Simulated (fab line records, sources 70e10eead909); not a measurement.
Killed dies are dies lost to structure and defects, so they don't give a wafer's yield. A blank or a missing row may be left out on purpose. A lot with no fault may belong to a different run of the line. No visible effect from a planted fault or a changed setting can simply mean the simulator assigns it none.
Matching of chambers ; flow nand-harc ; NHARC_P_GATE_DESCUM_31 on rie-diel-12 has 4 sister chambers
The step chemistry O2, time 3 s. 14 wafers are shown with their chamber, then 7 later ones without.

## WAFERS PAIRED WITH THEIR CHAMBERS
wafer;chamber;showerhead-plenum-p-Torr (Torr);drypump-motor-current-A (A);oes-product-au (a.u.)
L278.1;1;1.86;5.7;1.011
L278.2;0;1.87;6.6;1.002
L278.3;2;1.97;5.8;1.008
L280.3;1;1.86;5.6;1.011
L280.5;1;1.86;5.6;1.011
L280.6;2;1.97;5.8;1.003
L282.1;3;1.94;6.4;1.001
L282.3;2;1.97;5.8;0.998
L282.6;1;1.86;5.7;1.012
L284.1;1;1.86;5.7;0.995
L284.4;0;1.87;6.6;0.999
L284.6;2;1.96;5.8;0.985
L286.1;3;1.94;6.3;0.997
L286.2;2;1.96;5.7;1.006

SIGNATURES, as means of the wafers listed above
reading;chamber 0;chamber 1;chamber 2;chamber 3;scatter within a chamber
showerhead-plenum-p-Torr;1.8700;1.8600;1.9660;1.9400;0.00346
drypump-motor-current-A;6.600;5.660;5.780;6.350;0.05
oes-product-au;1.00050;1.00800;1.00000;0.99900;0.0075
Rule: a wafer lies at a distance from a chamber equal to the root of the sum of squares, over the readings, of (its reading less the chamber's mean, divided by the reading's scatter). If the next closest chamber is less than 2 further off than the closest, the wafer can't be placed; otherwise it belongs to the closest. The scatter: take each reading less its chamber's mean, square it, sum over the shown wafers, divide by the number of wafers less the number of chambers, and take the root.

## WAFERS MISSING THEIR CHAMBER
wafer;showerhead-plenum-p-Torr (Torr);drypump-motor-current-A (A);oes-product-au (a.u.)
L286.6;1.87;6.7;1.011
L295.1;1.94;6.4;0.999
L295.2;1.96;5.8;0.998
L295.5;1.96;5.7;1.005
L297.1;1.86;5.7;1.006
L297.2;1.96;5.8;0.998
L297.6;1.96;5.8;0.999

## CHAMBER TAKEN BY EACH
wafer;from the rows above;in truth
L286.6;0;0
L295.1;3;3
L295.2;2;2
L295.5;2;2
L297.1;1;1
L297.2;2;2
L297.6;2;2
Placed correctly: 7 of 7. Number that these rows cannot place: 0. Wrongly placed: 0.
